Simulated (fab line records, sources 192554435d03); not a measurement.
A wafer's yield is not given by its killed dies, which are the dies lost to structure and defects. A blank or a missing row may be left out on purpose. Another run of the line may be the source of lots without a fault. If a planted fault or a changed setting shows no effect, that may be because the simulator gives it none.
Which of the tools did it?    flow n5-finfet    11 lots (29 wafers sampled), 1 step of a 1938-step route

WHAT THE GAUGES READ, wafer by wafer
N5_MIM_TOP_LITHO_OVL_MEAS_11.
lot   measured      on          MIM_TOP_OVL (nm)
L845  day 12 18:46  overlay-02  3 -7 -3
L849  day 13 10:32  overlay-02  6 2 1
L846  day 13 18:26  overlay-02  2 1 -2
L848  day 13 18:35  overlay-02  0 3 4
L852  day 14 01:59  overlay-02  -8 -7 7
L853  day 14 15:24  overlay-02  0 3 3
L856  day 15 03:18  overlay-01  0 -5 1
L855  day 15 21:01  overlay-02  -1
L857  day 16 04:40  overlay-02  -6
L865  day 17 15:37  overlay-02  -6 -5 -1
L864  day 18 00:35  overlay-02  -1 -4 -3

WHAT TOOL EACH LOT RAN ON (gives the tool, then ch and the chambers of the sampled wafers, and finally the start)
There is no process step in the record ahead of these readings.

THE ANSWER, worked out from the rows above alone
Rule: the lots themselves supply what counts as usual. The widest of any qualifying gaps counts: lots, ordered by their means at a reading, are off when they make up no more than a third of the lots, leave a main group of 4 or more, and stand apart from it by 3 or more times the standard deviation of that group's means. If all means in a main group match to the digits the tables above print for the reading, that group is not used. A lot without any number at a reading at which 4 lots or more have one is off too. All remaining lots with rows at the step are treated as sound.
No lot is off on any of the readings shown, so nothing can be concluded from this.

WHAT THE SIMULATOR HAD PUT IN
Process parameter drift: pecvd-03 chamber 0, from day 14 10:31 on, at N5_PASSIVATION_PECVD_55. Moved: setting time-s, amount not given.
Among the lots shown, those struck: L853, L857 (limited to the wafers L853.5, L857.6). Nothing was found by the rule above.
